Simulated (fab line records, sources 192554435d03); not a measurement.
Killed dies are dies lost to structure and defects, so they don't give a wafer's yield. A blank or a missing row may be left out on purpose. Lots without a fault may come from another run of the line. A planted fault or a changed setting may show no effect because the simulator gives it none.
fab line records | flow n5_finfet
record lots=7 wafers=21
route steps=1938 shown BEOL_M1@789 BEOL_M2@841 BEOL_M4@1049 BEOL_M5@1117 BEOL_M7@1305
start_h: hours from the record's first day to the start of the lot's first wafer shown | wait_h: hours since the lot's step before | " the same as in the row above | L1.1+2: a row that stands for several wafers | - no value, or no start given | * or withheld: withheld | < > ~ a bound
route shown NAME@n: a module of which the file shows steps, and the number in the route of the first | usual: mean/standard deviation of fault-free wafers | same: alike in all rows | chamber/n: place in a boat | sites: the reading at each site | _std_site: their standard deviation | _edge_site: outer sites' mean less inner sites' | radius_mm: how far each site lies from the wafer's centre | mask NAME#n: copy n | behind: the tool/chamber that last shaped the wafer | hold: why the lot was held/for how many hours/how that ended | device: the transistor (n, p or np) that didn't switch | end of line: the same wafers' tests at the end of the route | a step without rows: its recipe alone | killed: dies lost to structure and defects at the first sort, not the wafer's yield | map: a wafer's dies, x killed, . not, _ none there
set.NAME: the setting as run; set.NAME@STEP: as run at that earlier step | model.NAME: the simulator's own value behind a step, which no gauge read
lots whose settings were changed on purpose; a table a step, a row a wafer
## steps
# step N5_BEOL_M1_DESCUM_33
# recipe chemistry=O2 time_s=7 source_power_w=50 bias_power_w=20 pressure_mtorr=20 rf_frequency_hz=2.712e+07 temp_c=40 resist=CAR-EUV o2_flow_sccm=225
# columns lot.wafer tool chamber start_h wait_h set.time_s model.CAR-EUV_of_BEOL_M1_COAT_22.thk_nm
L076.3+5 rie_diel-01 1 150.34 0.0 6.606 26.2
L076.4 " 3 " " 7 26
L077.4+5+6 rie_diel-05 2,2,1 154.18 0.0 7 26.2
L083.1+5 rie_diel-05 0,3 188.01 0.0 7 26
L083.6 " 0 " " 5.975 26.6
L085.1+2 rie_diel-01 1,2 194.79 0.0 7 26.2
L085.4 " 1 " " 5.801 26.8
L088.1 rie_diel-05 0 211.39 0.0 6.215 26.4
L088.2+3 " 3,1 " " 6.215 26.2
L090.1 rie_diel-01 1 221.63 0.0 7 26.2
L090.2+3 " 2,0 " " 7 26
L092.1+6 rie_diel-06 0 233.57 0.0 8.079 25.4
L092.2 " 2 " " 8.079 25.6
# step N5_BEOL_M1_ETCH_77
# recipe chemistry=N2/H2 target=underlayer target_depth_a=65 mask_material=CAR-EUV time_s=5.2 ion_energy_ev=200 pressure_mtorr=30 source_w=840 bias_w=150 n2_flow_sccm=200 h2_flow_sccm=200 ends=cleared
# columns lot.wafer tool chamber start_h wait_h set.time_s@BEOL_M1_DESCUM_33 model.CAR-EUV_of_BEOL_M1_COAT_22.thk_nm
L076.3 rie_diel-01 1 150.38 0.0 6.606 20.6
L076.4 " 3 " " 7 20.2
L076.5 " 1 " " 6.606 20.4
L077.4+5+6 rie_diel-05 2,2,1 154.22 0.0 7 20.4
L083.1 rie_diel-05 0 188.04 0.0 7 20.2
L083.5 " 3 " " 7 20.4
L083.6 " 0 " " 5.975 20.8
L085.1+2 rie_diel-01 1,2 194.82 0.0 7 20.4
L085.4 " 1 " " 5.801 21.2
L088.1+2+3 rie_diel-05 0,3,1 211.42 0.0 6.215 20.6
L090.1+2+3 rie_diel-01 1,2,0 221.66 0.0 7 20.4
L092.1+2+6 rie_diel-06 0,2,0 233.60 0.0 8.079 19.8
# step N5_BEOL_M1_ETCH_69
# recipe chemistry=CF4 target=SiARC target_depth_a=156 mask_material=CAR-EUV time_s=26 ion_energy_ev=80 pressure_mtorr=40 source_w=545 bias_w=36 Ar_flow_sccm=100 cf4_flow_sccm=100 ends=cleared
# columns lot.wafer tool chamber start_h wait_h set.time_s@BEOL_M1_DESCUM_33 model.CAR-EUV_of_BEOL_M1_COAT_22.thk_nm
L076.3+5 rie_diel-01 1 150.39 0.0 6.606 11.2
L076.4 " 3 " " 7 11
L077.4+5+6 rie_diel-05 2,2,1 154.23 0.0 7 11.2
L083.1 rie_diel-05 0 188.06 0.0 7 11
L083.5 " 3 " " 7 11.2
L083.6 " 0 " " 5.975 11.6
L085.1+2 rie_diel-01 1,2 194.84 0.0 7 11.2
L085.4 " 1 " " 5.801 12
L088.1+2+3 rie_diel-05 0,3,1 211.44 0.0 6.215 11.4
L090.1+2 rie_diel-01 1,2 221.68 0.0 7 11.2
L090.3 " 0 " " 7 11
L092.1+6 rie_diel-06 0 233.62 0.0 8.079 10.6
L092.2 " 2 " " 8.079 10.4
# step N5_BEOL_M2_ILD_DEP_00
# recipe material=SiOC target_thk_a=790 temp_c=350 precursor=DEMS/O2 pressure_torr=5 rf_w=500 time_s=15.3
# columns lot.wafer tool chamber start_h wait_h set.time_s model.SiOC_of_BEOL_M2_ILD_DEP_00.thk_nm
L076.3 pecvd-04 2 163.56 0.0 16.18 81.8
L076.4 " 2 " " 15.3 77.4
L076.5 " 1 " " 16.18 84.8
L077.4 pecvd-01 1 170.00 0.1 15.3 81
L077.5 " 2 " " 15.3 80.6
L077.6 " 0 " " 15.3 80.4
L083.1 pecvd-04 1 201.73 0.0 13.99 71
L083.5 " 0 " " 13.99 73
L083.6 " 1 " " 15.3 78.8
L085.1 pecvd-03 0 210.95 0.0 14.16 73.6
L085.2 " 2 " " 15.3 80
L085.4 " 0 " " 14.16 74.6
L088.1 pecvd-03 1 217.16 0.0 15.3 78.8
L088.2 " 2 " " 15.3 80.6
L088.3 " 0 " " 13.65 71.2
L090.1 pecvd-04 0 239.18 0.0 16.38 85
L090.2 " 2 " " 16.38 81.4
L090.3 " 1 " " 15.3 79.2
L092.1 pecvd-01 1 251.63 0.0 15.3 79.6
L092.2 " 2 " " 17.35 87.6
L092.6 " 0 " " 15.3 79.2
# step N5_BEOL_M2_THK_MEAS_01
# recipe reads=SiOC_of_BEOL_M2_ILD_DEP_00
# usual M2_ILD_THK=79.4/1.3
# columns lot.wafer tool chamber start_h wait_h set.time_s@BEOL_M2_ILD_DEP_00 M2_ILD_THK[nm]
L076.3 film_metro-02 - 163.63 0.1 16.18 81.8
L076.4 " - " " 15.3 77.5
L076.5 " - " " 16.18 84.8
L077.4 film_metro-02 - 170.06 0.0 15.3 81.1
L077.5 " - " " 15.3 80.5
L077.6 " - " " 15.3 80.5
L083.1 film_metro-02 - 201.80 0.0 13.99 70.9
L083.5 " - " " 13.99 73.0
L083.6 " - " " 15.3 78.8
L085.1 film_metro-02 - 211.02 0.0 14.16 73.6
L085.2 " - " " 15.3 80.0
L085.4 " - " " 14.16 74.6
L088.1 film_metro-02 - 217.22 0.0 15.3 78.8
L088.2 " - " " 15.3 80.6
L088.3 " - " " 13.65 71.1
L090.1 film_metro-01 - 239.24 0.0 16.38 85.1
L090.2 " - " " 16.38 81.6
L090.3 " - " " 15.3 79.2
L092.1 film_metro-01 - 251.70 0.0 15.3 79.6
L092.2 " - " " 17.35 87.7
L092.6 " - " " 15.3 79.3
# step N5_BEOL_M2_COAT_62
# recipe resist=SiARC temp_c=220 time_s=60 spin_rpm=1500 resist_thk_nm=12
# columns lot.wafer tool chamber start_h wait_h set.spin_rpm model.SiARC_of_BEOL_M2_COAT_62.thk_nm
L076.3+4 litho_track-03 0 - - 1500 12
L076.5 " 0 " " 1635 11.4
L077.4+5+6 litho_track-01 0 - - 1500 12
L083.1 litho_track-03 0 - - 1500 12
L083.5 " 0 " " 1581 11.8
L083.6 " 0 " " 1581 11.6
L085.1+2+4 litho_track-03 0 - - 1500 12
L088.1 litho_track-01 0 - - 1452 12.2
L088.2+3 " 0 " " 1500 12
L090.1 litho_track-03 0 - - 1615 11.6
L090.2+3 " 0 " " 1500 12
L092.1+2 litho_track-05 0 - - 1500 12
L092.6 " 0 " " 1441 12.4
# step N5_BEOL_M2_COAT_73
# recipe resist=underlayer temp_c=205 time_s=60 spin_rpm=1500 resist_thk_nm=5
# step N5_BEOL_M2_COAT_05
# recipe resist=CAR-EUV spin_rpm=1500 resist_thk_nm=30
# step N5_BEOL_M2_DESCUM_16
# recipe chemistry=O2 time_s=7 source_power_w=50 bias_power_w=20 pressure_mtorr=20 rf_frequency_hz=2.712e+07 temp_c=40 resist=CAR-EUV o2_flow_sccm=225
# step N5_BEOL_M2_ETCH_74
# recipe chemistry=N2/H2 target=underlayer target_depth_a=65 mask_material=CAR-EUV time_s=5.2 ion_energy_ev=200 pressure_mtorr=30 source_w=840 bias_w=150 n2_flow_sccm=200 h2_flow_sccm=200 ends=cleared
# step N5_BEOL_M2_ETCH_63
# recipe chemistry=CF4 target=SiARC target_depth_a=156 mask_material=CAR-EUV time_s=26 ion_energy_ev=80 pressure_mtorr=40 source_w=545 bias_w=36 Ar_flow_sccm=100 cf4_flow_sccm=100 ends=cleared
# columns lot.wafer tool chamber start_h wait_h set.spin_rpm@BEOL_M2_COAT_62 model.etch.depth_nm
L076.3 rie_diel-02 1 164.78 0.0 1500 11.97
L076.4 " 2 " " 1500 11.96
L076.5 " 3 " " 1635 11.48
L077.4 rie_diel-04 1 172.02 0.0 1500 12
L077.5 " 3 " " 1500 12.04
L077.6 " 0 " " 1500 12.05
L083.1 rie_diel-02 0 203.08 0.0 1500 12
L083.5 " 0 " " 1581 11.7
L083.6 " 3 " " 1581 11.67
L085.1 rie_diel-03 3 212.17 0.0 1500 12
L085.2 " 1 " " 1500 11.99
L085.4 " 0 " " 1500 11.97
L088.1 rie_diel-03 2 220.06 0.0 1452 12.14
L088.2 " 1 " " 1500 11.99
L088.3 " 3 " " 1500 12.01
L090.1 rie_diel-04 1 240.03 0.0 1615 11.61
L090.2 " 3 " " 1500 12.02
L090.3 " 2 " " 1500 11.99
L092.1 rie_diel-04 3 253.06 0.0 1500 12.05
L092.2 " 1 " " 1500 12.03
L092.6 " 1 " " 1441 12.31
# step N5_BEOL_M4_COAT_76
# recipe resist=underlayer temp_c=205 time_s=60 spin_rpm=1500 resist_thk_nm=5
# columns lot.wafer tool chamber start_h wait_h set.spin_rpm model.underlayer_of_BEOL_M4_COAT_76.thk_nm
L077.4+5+6 litho_track-05 0 - - 1500 5
L076.3+5 litho_track-01 0 - - 1500 5
L076.4 " 0 " " 1581 4.8
L083.1+6 litho_track-05 0 - - 1411 5.2
L083.5 " 0 " " 1500 5
L085.1+4 litho_track-05 0 - - 1338 5.4
L085.2 " 0 " " 1500 5
L088.1+2 litho_track-01 0 - - 1600 4.8
L088.3 " 0 " " 1500 5
L090.1+2 litho_track-04 0 - - 1500 5
L090.3 " 0 " " 1349 5.2
L092.1+6 litho_track-04 0 - - 1661 4.8
L092.2 " 0 " " 1500 5
# step N5_BEOL_M4_DESCUM_33
# recipe chemistry=O2 time_s=7 source_power_w=50 bias_power_w=20 pressure_mtorr=20 rf_frequency_hz=2.712e+07 temp_c=40 resist=CAR-EUV o2_flow_sccm=225
# columns lot.wafer tool chamber start_h wait_h set.time_s model.CAR-EUV_of_BEOL_M4_COAT_22.thk_nm
L077.4+6 rie_diel-02 2,3 211.98 0.0 7 26.2
L077.5 " 0 " " 7 26
L076.3+5 rie_diel-03 2 232.97 0.1 8.125 25.4
L076.4 " 0 " " 7 26
L083.1 rie_diel-02 3 233.89 0.0 5.82 26.6
L083.5 " 2 " " 7 26.2
L083.6 " 1 " " 5.82 26.8
L085.1+4 rie_diel-03 0,2 257.08 0.0 7 26
L085.2 " 1 " " 7 26.2
L088.1+3 rie_diel-03 3,2 260.13 0.0 7 26
L088.2 " 1 " " 7 26.2
L090.1 rie_diel-03 2 304.95 0.0 7.533 25.8
L090.2 " 0 " " 7 26
L090.3 " 3 " " 7.533 26
L092.1+2+6 rie_diel-04 3,1,3 308.54 0.1 7 26.2
# step N5_BEOL_M4_ETCH_77
# recipe chemistry=N2/H2 target=underlayer target_depth_a=65 mask_material=CAR-EUV time_s=5.2 ion_energy_ev=200 pressure_mtorr=30 source_w=840 bias_w=150 n2_flow_sccm=200 h2_flow_sccm=200 ends=cleared
# columns lot.wafer tool chamber start_h wait_h set.spin_rpm@BEOL_M4_COAT_76 model.etch.depth_nm model.CAR-EUV_of_BEOL_M4_COAT_22.thk_nm
L077.4 rie_diel-02 2 212.01 0.0 1500 5.016 20.4
L077.5 " 0 " " 1500 5.012 20.4
L077.6 " 3 " " 1500 5.021 20.4
L076.3 rie_diel-03 2 233.00 0.0 1500 5.005 19.8
L076.4 " 0 " " 1581 4.877 20.4
L076.5 " 2 " " 1500 5.002 19.8
L083.1 rie_diel-02 3 233.93 0.0 1411 5.16 20.8
L083.5 " 2 " " 1500 4.993 20.4
L083.6 " 1 " " 1411 5.165 20.8
L085.1 rie_diel-03 0 257.12 0.0 1338 5.33 19.8
L085.2 " 1 " " 1500 5.022 20.4
L085.4 " 2 " " 1338 5.315 20
L088.1 rie_diel-03 3 260.16 0.0 1600 4.861 20.4
L088.2 " 1 " " 1600 4.839 20.4
L088.3 " 2 " " 1500 5.003 20.4
L090.1 rie_diel-03 2 304.99 0.0 1500 5.009 20.2
L090.2 " 0 " " 1500 5.024 20.2
L090.3 " 3 " " 1349 5.289 20
L092.1 rie_diel-04 3 308.58 0.0 1661 4.763 20.8
L092.2 " 1 " " 1500 5.009 20.4
L092.6 " 3 " " 1661 4.749 20.8
# step N5_BEOL_M5_COAT_59
# recipe resist=SOC temp_c=250 time_s=60 spin_rpm=1500 resist_thk_nm=60
# columns lot.wafer tool chamber start_h wait_h set.spin_rpm model.SOC_of_BEOL_M5_COAT_59.thk_nm
L077.4 litho_track-02 0 231.73 0.1 1500 60
L077.5 " 0 " " 1500 60.2
L077.6 " 0 " " 1500 60.4
L076.3+4 litho_track-05 0 242.04 0.1 1500 60.2
L076.5 " 0 " " 1665 57
L083.1+5+6 litho_track-03 0 245.26 0.1 1500 60.2
L085.1 litho_track-03 0 279.24 0.1 1668 57
L085.2+4 " 0 " " 1500 60
L088.1 litho_track-02 0 279.98 0.1 1500 59.6
L088.2 " 0 " " 1500 59.8
L088.3 " 0 " " 1500 60
L090.1+2+3 litho_track-03 0 325.44 0.1 1500 60
L092.1 litho_track-02 0 325.70 0.1 1500 59.8
L092.2+6 " 0 " " 1500 59.6
# step N5_BEOL_M5_DESCUM_16
# recipe chemistry=O2 time_s=7 source_power_w=50 bias_power_w=20 pressure_mtorr=20 rf_frequency_hz=2.712e+07 temp_c=40 resist=CAR-EUV o2_flow_sccm=225
# columns lot.wafer tool chamber start_h wait_h set.time_s model.CAR-EUV_of_BEOL_M5_COAT_05.thk_nm
L077.4 rie_diel-05 2 232.24 0.0 7 26.2
L077.5+6 " 3,0 " " 7 26
L076.3 rie_diel-01 1 242.55 0.0 7 26.2
L076.4+5 " 0,3 " " 7 26
L083.1+5 rie_diel-01 2,3 245.65 0.0 7.937 25.6
L083.6 " 2 " " 7 26
L085.1+2+4 rie_diel-01 3,0,1 279.75 0.0 7 26
L088.1 rie_diel-01 1 280.76 0.4 5.525 26.8
L088.2 " 0 " " 5.525 26.6
L088.3 " 2 " " 7 25.8
L090.1 rie_diel-06 0 326.00 0.2 8.402 25.4
L090.2+3 " 3,2 " " 7 26
L092.1+6 rie_diel-01 3 326.20 0.1 6.094 26.4
L092.2 " 1 " " 7 26
# step N5_BEOL_M5_ETCH_72
# recipe chemistry=N2/H2 target=underlayer target_depth_a=65 mask_material=CAR-EUV time_s=5.2 ion_energy_ev=200 pressure_mtorr=30 source_w=840 bias_w=150 n2_flow_sccm=200 h2_flow_sccm=200 ends=cleared
# step N5_BEOL_M5_ETCH_61
# recipe chemistry=CF4 target=SiARC target_depth_a=156 mask_material=CAR-EUV time_s=26 ion_energy_ev=80 pressure_mtorr=40 source_w=545 bias_w=36 Ar_flow_sccm=100 cf4_flow_sccm=100 ends=cleared
# step N5_BEOL_M5_ETCH_62
# recipe chemistry=N2/H2 target=SOC target_depth_a=750 overetch_a=150 mask_material=SiARC temp_c=40 time_s=112.5 ion_energy_ev=200 pressure_mtorr=30 source_w=840 bias_w=150 n2_flow_sccm=200 h2_flow_sccm=200
# columns lot.wafer tool chamber start_h wait_h set.spin_rpm@BEOL_M5_COAT_59 model.etch.depth_nm
L077.4 rie_diel-05 2 232.32 0.0 1500 59.97
L077.5 " 3 " " 1500 60.2
L077.6 " 0 " " 1500 60.31
L076.3 rie_diel-01 1 242.63 0.0 1500 60.14
L076.4 " 0 " " 1500 60.16
L076.5 " 3 " " 1665 57.02
L083.1 rie_diel-01 2 245.73 0.0 1500 60.23
L083.5 " 3 " " 1500 60.3
L083.6 " 2 " " 1500 60.13
L085.1 rie_diel-01 3 279.83 0.0 1668 57.07
L085.2 " 0 " " 1500 60.05
L085.4 " 1 " " 1500 59.92
L088.1 rie_diel-01 1 280.84 0.0 1500 59.68
L088.2 " 0 " " 1500 59.78
L088.3 " 2 " " 1500 59.92
L090.1 rie_diel-06 0 326.08 0.0 1500 59.93
L090.2 " 3 " " 1500 59.96
L090.3 " 2 " " 1500 59.99
L092.1 rie_diel-01 3 326.28 0.0 1500 59.79
L092.2 " 1 " " 1500 59.68
L092.6 " 3 " " 1500 59.69
# step N5_BEOL_M5_STRIP_63
# recipe chemistry=N2/H2 temp_c=40 n2_flow_sccm=200 h2_flow_sccm=200 rf_frequency_hz=6e+07
# step N5_BEOL_M5_STRIP_73
# recipe chemistry=N2/H2 temp_c=40 n2_flow_sccm=200 h2_flow_sccm=200 rf_frequency_hz=6e+07
# step N5_BEOL_M5_STRIP_64
# recipe chemistry=CF4 resist=SiARC power_w=300 bias_power_w=75 pressure_mtorr=50 cf4_flow_sccm=150 rf_frequency_hz=6e+07
# step N5_BEOL_M5_HM_OPEN_17
# recipe chemistry=Cl2/BCl3 target_depth_a=200 overetch_a=60 target=TiN mask_material=SOC ion_energy_ev=150 pressure_mtorr=10 icp_w=1000 bias_w=126 Cl2_flow_sccm=53.25 bcl3_flow_sccm=21.75 Ar_flow_sccm=25
# columns lot.wafer tool chamber start_h wait_h set.spin_rpm@BEOL_M5_COAT_59 model.SOC_of_BEOL_M5_COAT_59.thk_nm
L077.4 rie_metal-01 1 232.52 0.1 1500 52.6
L077.5 " 0 " " 1500 52.4
L077.6 " 1 " " 1500 53
L076.3 rie_metal-01 0 242.83 0.1 1500 52.2
L076.4 " 1 " " 1500 52.8
L076.5 " 1 " " 1665 49.6
L083.1 rie_metal-03 1 245.90 0.0 1500 52.8
L083.5 " 0 " " 1500 52
L083.6 " 1 " " 1500 52.6
L085.1 rie_metal-02 1 280.00 0.0 1668 48.8
L085.2+4 " 0,1 " " 1500 51.8
L088.1 rie_metal-01 0 281.01 0.0 1500 51.8
L088.2 " 1 " " 1500 52.4
L088.3 " 1 " " 1500 52.6
L090.1 rie_metal-02 0 326.25 0.0 1500 51.6
L090.2+3 " 1,0 " " 1500 51.8
L092.1+6 rie_metal-01 0 326.44 0.0 1500 52
L092.2 " 1 " " 1500 52.2
# step N5_BEOL_M5_ETCH_68
# recipe chemistry=N2/H2 target=SOC target_depth_a=800 overetch_a=160 mask_material=SiARC temp_c=40 time_s=120 ion_energy_ev=200 pressure_mtorr=30 source_w=840 bias_w=150 n2_flow_sccm=200 h2_flow_sccm=200
# usual rf_vpp_V=523.5/2.6
# columns lot.wafer tool chamber start_h wait_h set.bias_w rf_vpp_V
L077.4 rie_diel-06 3 234.49 0.0 150 527.4
L077.5 " 0 " " 150 527.9
L077.6 " 3 " " 150 527.6
L076.3 rie_diel-01 2 244.77 0.0 150 524.6
L076.4 " 3 " " 150 526.3
L076.5 " 0 " " 124.8 465.1
L083.1 rie_diel-05 1 247.14 0.0 140.5 499.7
L083.5 " 0 " " 140.5 500.8
L083.6 " 3 " " 150 521.8
L085.1 rie_diel-05 1 280.99 0.0 150 520.8
L085.2 " 2 " " 166.9 558.6
L085.4 " 3 " " 150 522.1
L088.1 rie_diel-01 1 288.23 0.0 150 525.0
L088.2 " 0 " " 150 521.5
L088.3 " 3 " " 150 525.4
L090.1 rie_diel-06 0 328.44 0.0 150 525.9
L090.2 " 2 " " 150 520.0
L090.3 " 3 " " 137 497.7
L092.1 rie_diel-05 0 328.77 0.0 150 522.6
L092.2 " 1 " " 131.3 477.7
L092.6 " 0 " " 131.3 479.9
# step N5_BEOL_M7_VIA_ETCH_34
# recipe chemistry=C4F6/O2 target=SiCOH_lowk target_depth_a=1255 mask_material=SOC taper_deg=4 time_s=50.5 ion_energy_ev=250 pressure_mtorr=30 source_w=345 bias_w=185 Ar_flow_sccm=300 C4F6_flow_sccm=10 O2_flow_sccm=10
# usual rf_vpp_V=658/14
# columns lot.wafer tool chamber start_h wait_h set.bias_w rf_vpp_V
L077.4 rie_diel-06 0 255.26 0.0 185 676
L077.5 " 0 " " 185 676
L077.6 " 1 " " 185 638
L076.3 rie_diel-06 2 266.31 0.0 211.6 713
L076.4 " 1 " " 185 638
L076.5 " 1 " " 185 640
L083.1 rie_diel-06 0 268.00 0.0 163.8 614
L083.5 " 3 " " 185 670
L083.6 " 0 " " 185 675
L085.1 rie_diel-05 2 306.82 0.0 185 648
L085.2 " 0 " " 185 652
L085.4 " 1 " " 185 667
L088.1 rie_diel-05 1 311.99 0.0 210.9 743
L088.2 " 2 " " 210.9 719
L088.3 " 3 " " 185 666
L090.1 rie_diel-05 1 345.18 0.0 162.5 604
L090.2 " 3 " " 162.5 600
L090.3 " 0 " " 162.5 588
L092.1 rie_diel-01 0 356.10 0.0 185 657
L092.2 " 3 " " 185 639
L092.6 " 0 " " 185 658
## key
split step=N5_BEOL_M1_DESCUM_33 setting=time_s stated=7 by=wafer
response step=N5_BEOL_M1_DESCUM_33 reading=model.CAR-EUV_of_BEOL_M1_COAT_22.thk_nm change=-0.0374 per=1% r=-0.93
response step=N5_BEOL_M1_ETCH_77 reading=model.CAR-EUV_of_BEOL_M1_COAT_22.thk_nm change=-0.0421 per=1% r=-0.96
response step=N5_BEOL_M1_ETCH_69 reading=model.CAR-EUV_of_BEOL_M1_COAT_22.thk_nm change=-0.0411 per=1% r=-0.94
split step=N5_BEOL_M2_ILD_DEP_00 setting=time_s stated=15.3 by=wafer
response step=N5_BEOL_M2_ILD_DEP_00 reading=model.SiOC_of_BEOL_M2_ILD_DEP_00.thk_nm change=+0.721 per=1% r=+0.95
response step=N5_BEOL_M2_THK_MEAS_01 reading=M2_ILD_THK change=+0.723 per=1% r=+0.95
split step=N5_BEOL_M2_COAT_62 setting=spin_rpm stated=1500 by=wafer
response step=N5_BEOL_M2_COAT_62 reading=model.SiARC_of_BEOL_M2_COAT_62.thk_nm change=-0.0632 per=1% r=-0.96
response step=N5_BEOL_M2_ETCH_63 reading=model.etch.depth_nm change=-0.0547 per=1% r=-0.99
split step=N5_BEOL_M4_COAT_76 setting=spin_rpm stated=1500 by=wafer
response step=N5_BEOL_M4_COAT_76 reading=model.underlayer_of_BEOL_M4_COAT_76.thk_nm change=-0.0273 per=1% r=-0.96
response step=N5_BEOL_M4_ETCH_77 reading=model.etch.depth_nm change=-0.0258 per=1% r=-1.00
response step=N5_BEOL_M4_ETCH_77 reading=model.CAR-EUV_of_BEOL_M4_COAT_22.thk_nm shape=bent at_lowest=19.9 at_stated=20.25 at_highest=20.8
split step=N5_BEOL_M4_DESCUM_33 setting=time_s stated=7 by=wafer
response step=N5_BEOL_M4_DESCUM_33 reading=model.CAR-EUV_of_BEOL_M4_COAT_22.thk_nm change=-0.0314 per=1% r=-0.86
split step=N5_BEOL_M5_COAT_59 setting=spin_rpm stated=1500 by=wafer
response step=N5_BEOL_M5_COAT_59 reading=model.SOC_of_BEOL_M5_COAT_59.thk_nm change=-0.279 per=1% r=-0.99
response step=N5_BEOL_M5_ETCH_62 reading=model.etch.depth_nm change=-0.272 per=1% r=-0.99
response step=N5_BEOL_M5_HM_OPEN_17 reading=model.SOC_of_BEOL_M5_COAT_59.thk_nm change=-0.266 per=1% r=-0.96
split step=N5_BEOL_M5_DESCUM_16 setting=time_s stated=7 by=wafer
response step=N5_BEOL_M5_DESCUM_16 reading=model.CAR-EUV_of_BEOL_M5_COAT_05.thk_nm change=-0.0348 per=1% r=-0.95
split step=N5_BEOL_M5_ETCH_68 setting=bias_w stated=150 by=wafer
response step=N5_BEOL_M5_ETCH_68 reading=rf_vpp_V change=+3.44 per=1% r=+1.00
split step=N5_BEOL_M7_VIA_ETCH_34 setting=bias_w stated=185 by=wafer
response step=N5_BEOL_M7_VIA_ETCH_34 reading=rf_vpp_V change=+4.96 per=1% r=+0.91
